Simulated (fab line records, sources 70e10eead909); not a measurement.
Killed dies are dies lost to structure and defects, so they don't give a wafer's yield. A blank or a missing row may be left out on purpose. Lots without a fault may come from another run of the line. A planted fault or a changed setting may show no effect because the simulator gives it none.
Which tool did it? | flow nand_harc | 13 lots, 38 wafers sampled, at 6 steps of a route of 1302

WHAT THE GAUGES READ, wafer by wafer
NHARC_A_CHANNEL_FILL_D1_INSPECT_13. Usual: raw_defect_count 313, standard deviation 120.
lot  | measured     | on                | raw_defect_count | flag
L342 | day 10 01:34 | defect_inspect-01 | 284 309 275      |
L345 | day 11 11:31 | defect_inspect-02 | 220 198 211      |
L346 | day 12 00:55 | defect_inspect-01 | 210 183 183      |
L349 | day 13 14:12 | defect_inspect-02 | 395 367 290      |
L350 | day 13 23:46 | defect_inspect-01 | 365 255 203      |
L351 | day 14 08:30 | defect_inspect-01 | 201 287 335      |
L354 | day 15 06:02 | defect_inspect-02 | 379 366 260      |
L353 | day 15 06:02 | defect_inspect-01 | 440 550 323      |
L355 | day 15 21:07 | defect_inspect-02 | 309 310 224      |
L356 | day 15 21:06 | defect_inspect-02 | 290 375 262      |
L358 | day 17 04:20 | defect_inspect-02 | 225 198 189      |
L360 | day 18 00:02 | defect_inspect-01 | 293 399 175      |
L361 | day 18 00:02 | defect_inspect-02 | 222 531          |

NHARC_A_ONON_D2_THK_MEAS_18: measures by ellipsometry. Usual: thk_nm 1000 nm, standard deviation 7.5.
lot  | measured     | on            | thk_nm (nm)    | flag
L342 | day 12 00:41 | film_metro-02 | 1003 1002 1003 |
L345 | day 13 07:23 | film_metro-01 | 1002 1002 1002 |
L346 | day 13 21:21 | film_metro-02 | 1004 1005 1006 |
L349 | day 15 16:25 | film_metro-01 | 990 989 989    |
L350 | day 15 19:55 | film_metro-01 | 985 984 985    |
L351 | day 16 08:39 | film_metro-01 | 1001 1003 1002 |
L354 | day 17 03:17 | film_metro-01 | 997 997 999    |
L353 | day 17 03:17 | film_metro-02 | 1002 1001 1001 |
L355 | day 17 15:54 | film_metro-01 | 1011 1010 1008 |
L356 | day 17 15:55 | film_metro-02 | 986 986 986    |
L358 | day 18 21:49 | film_metro-01 | 1012 696 1013  | OFF
L360 | day 19 20:14 | film_metro-02 | 1001 1001 1001 |
L361 | day 19 20:00 | film_metro-01 | 989 676        | OFF

NHARC_END_SORT_01. Usual: killed_at_array 62, standard deviation 18; killed_at_other 0.9, standard deviation 1.2; killed_at_periphery 4.2, standard deviation 2.9; killed_dies 67, standard deviation 17; killed_open 3.6, standard deviation 1.9; killed_short 2.5, standard deviation 1.6.
lot  | measured     | on        | killed_at_array | killed_at_other | killed_at_periphery | killed_dies | killed_open | killed_short | flag
L358 | day 30 13:56 | prober-01 | 73 672 81       | 0 0 3           | 3 5 6               | 76 677 90   | 6 7 7       | 4 2 0        | OFF
L361 | day 31 21:50 | prober-01 | 86 674          | 0 2             | 3 1                 | 89 677      | 2 1         | 5 1          | OFF

WHICH TOOL RAN EACH LOT (tool, then ch and the chambers of the sampled wafers, then the start)
lot  | NHARC_A_CHANNEL_FILL_D1_ETCHBACK_20 | NHARC_A_DECK1_JOINT_DEP_16      | NHARC_A_ONON_D2_DEP_16
L342 | rie_diel-04 ch 1,2,3, day 9 01:48   | pecvd-03 ch 0,1, day 11 13:54   | pecvd_onon-04 ch 0, day 12 00:17
L345 | rie_diel-04 ch 0,1,3, day 10 10:04  | pecvd-01 ch 1,2, day 12 20:16   | pecvd_onon-02 ch 0, day 13 06:53
L346 | rie_diel-12 ch 0,3, day 11 01:16    | pecvd-03 ch 0,1, day 13 10:43   | pecvd_onon-04 ch 0, day 13 20:53
L349 | rie_diel-12 ch 0,1,3, day 12 14:30  | pecvd-03 ch 0,1, day 15 02:22   | pecvd_onon-03 ch 0, day 15 15:58
L350 | rie_diel-12 ch 0,1, day 13 00:11    | pecvd-02 ch 0,1, day 15 08:53   | pecvd_onon-02 ch 0, day 15 19:25
L351 | rie_diel-04 ch 1,2,3, day 13 08:55  | pecvd-01 ch 1,2, day 15 21:17   | pecvd_onon-04 ch 0, day 16 08:08
L354 | rie_diel-12 ch 0,2,3, day 14 05:05  | pecvd-03 ch 0,1,2, day 16 16:29 | pecvd_onon-04 ch 0, day 17 02:46
L353 | rie_diel-03 ch 0,2,3, day 14 05:05  | pecvd-02 ch 0,1, day 16 16:28   | pecvd_onon-02 ch 0, day 17 02:50
L355 | rie_diel-12 ch 0,1,2, day 14 20:45  | pecvd-01 ch 0,2, day 17 04:59   | pecvd_onon-03 ch 0, day 17 15:27
L356 | rie_diel-03 ch 1,2,3, day 14 20:45  | pecvd-03 ch 0,1, day 17 05:03   | pecvd_onon-04 ch 0, day 17 15:31
L358 | rie_diel-12 ch 1,2, day 16 04:46    | pecvd-03 ch 0,1,2, day 18 11:16 | pecvd_onon-04 ch 0, day 18 21:19
L360 | rie_diel-04 ch 0,1,2, day 17 00:27  | pecvd-01 ch 0,1,2, day 19 09:28 | pecvd_onon-03 ch 0, day 19 19:46
L361 | rie_diel-12 ch 0,2, day 17 00:28    | pecvd-03 ch 0,2, day 19 09:34   | pecvd_onon-04 ch 0, day 19 19:40
- NHARC_A_CHANNEL_FILL_D1_ETCHBACK_20: etches the open film in C4F8/O2/Ar, target depth 27 nm, time 13.5 s.
- NHARC_A_DECK1_JOINT_DEP_16: deposits SiO2, target thk 45 nm.
- NHARC_A_ONON_D2_DEP_16: target thk 1000 nm.

WHAT THE TOOLS THEMSELVES READ (means of the sampled wafers that have a number; where no wafer has one, the mark that the record gives instead)
NHARC_A_CHANNEL_FILL_D1_ETCHBACK_20. Usual: chamber_pressure_mTorr 24.998 mTorr, standard deviation 0.023; oes_product_au 0.96 a.u., standard deviation 0.039; rf_vpp_V 979 V, standard deviation 5.3.
lot  | tool        | chamber_pressure_mTorr (mTorr) | oes_product_au (a.u.) | rf_vpp_V (V) | flag
L342 | rie_diel-04 | 24.999                         | 0.99                  | 973          |
L345 | rie_diel-04 | 25.033                         | 1.00                  | 976          |
L346 | rie_diel-12 | 24.982                         | 0.91                  | 979          |
L349 | rie_diel-12 | 24.996                         | 0.92                  | 983          |
L350 | rie_diel-12 | 24.993                         | 0.99                  | 983          |
L351 | rie_diel-04 | 24.988                         | 0.93                  | 973          |
L354 | rie_diel-12 | 24.989                         | 1.00                  | 982          |
L353 | rie_diel-03 | 25.019                         | 0.94                  | 980          |
L355 | rie_diel-12 | 24.994                         | 1.00                  | 982          |
L356 | rie_diel-03 | 25.014                         | 1.01                  | 980          |
L358 | rie_diel-12 | 25.005                         | 0.93                  | 985          |
L360 | rie_diel-04 | 24.973                         | 1.00                  | 975          |
L361 | rie_diel-12 | 24.995                         | 0.92                  | 980          |

NHARC_A_DECK1_JOINT_DEP_16. Usual: heater_power_w 555 W, standard deviation 60; throttle_valve_pct 15.6 %, standard deviation 0.39.
lot  | tool     | heater_power_w (W) | throttle_valve_pct (%) | flag
L342 | pecvd-03 | 635                | 15.4                   |
L345 | pecvd-01 | 531                | 16.2                   |
L346 | pecvd-03 | 599                | 15.5                   |
L349 | pecvd-03 | 518                | 15.8                   |
L350 | pecvd-02 | 584                | 15.7                   |
L351 | pecvd-01 | 537                | 15.4                   |
L354 | pecvd-03 | 554                | 15.3                   |
L353 | pecvd-02 | 551                | 15.7                   |
L355 | pecvd-01 | 587                | 15.5                   |
L356 | pecvd-03 | 603                | 15.2                   |
L358 | pecvd-03 | 569                | 15.4                   |
L360 | pecvd-01 | 520                | 15.5                   |
L361 | pecvd-03 | 566                | 15.4                   |

NHARC_A_ONON_D2_DEP_16. Usual: n2_flow_sccm 2752 sccm, standard deviation 8.3.
lot  | tool          | n2_flow_sccm (sccm) | flag
L342 | pecvd_onon-04 | 2756                |
L345 | pecvd_onon-02 | 2759                |
L346 | pecvd_onon-04 | 2752                |
L349 | pecvd_onon-03 | 2748                |
L350 | pecvd_onon-02 | 2747                |
L351 | pecvd_onon-04 | 2762                |
L354 | pecvd_onon-04 | 2754                |
L353 | pecvd_onon-02 | 2764                |
L355 | pecvd_onon-03 | 2740                |
L356 | pecvd_onon-04 | 2744                |
L358 | pecvd_onon-04 | 2749                |
L360 | pecvd_onon-03 | 2747                |
L361 | pecvd_onon-04 | 2760                |

THE ANSWER, worked out from the rows above alone
Rule: a lot is off if the mean of its wafers that have a number lies more than 3 standard deviations from the usual mean. A lot without any number at a reading at which 4 lots or more have one is off too. The other lots that the step has rows for count as sound. The gauges are gone through in route order, then the tools' own readings, and for those a lot's mean is taken as printed above. The first step at which some lot is off is used, and at that step the reading that is off furthest; a lot without a number counts as furthest.
Off: L358, L361, at NHARC_A_ONON_D2_THK_MEAS_18 (thk_nm).
A tool fits if, at a process step before that reading, it ran every lot that is off, and no sound lot after the first of them. The gauges at NHARC_A_ONON_D2_THK_MEAS_18 aren't tried: what is off there is off at NHARC_END_SORT_01 too, on other tools, and a gauge's error can't cause that. Can't be told from this: 3 tools fit, rie_diel-12 at NHARC_A_CHANNEL_FILL_D1_ETCHBACK_20, pecvd-03 at NHARC_A_DECK1_JOINT_DEP_16, pecvd_onon-04 at NHARC_A_ONON_D2_DEP_16.

WHAT THE SIMULATOR HAD PUT IN
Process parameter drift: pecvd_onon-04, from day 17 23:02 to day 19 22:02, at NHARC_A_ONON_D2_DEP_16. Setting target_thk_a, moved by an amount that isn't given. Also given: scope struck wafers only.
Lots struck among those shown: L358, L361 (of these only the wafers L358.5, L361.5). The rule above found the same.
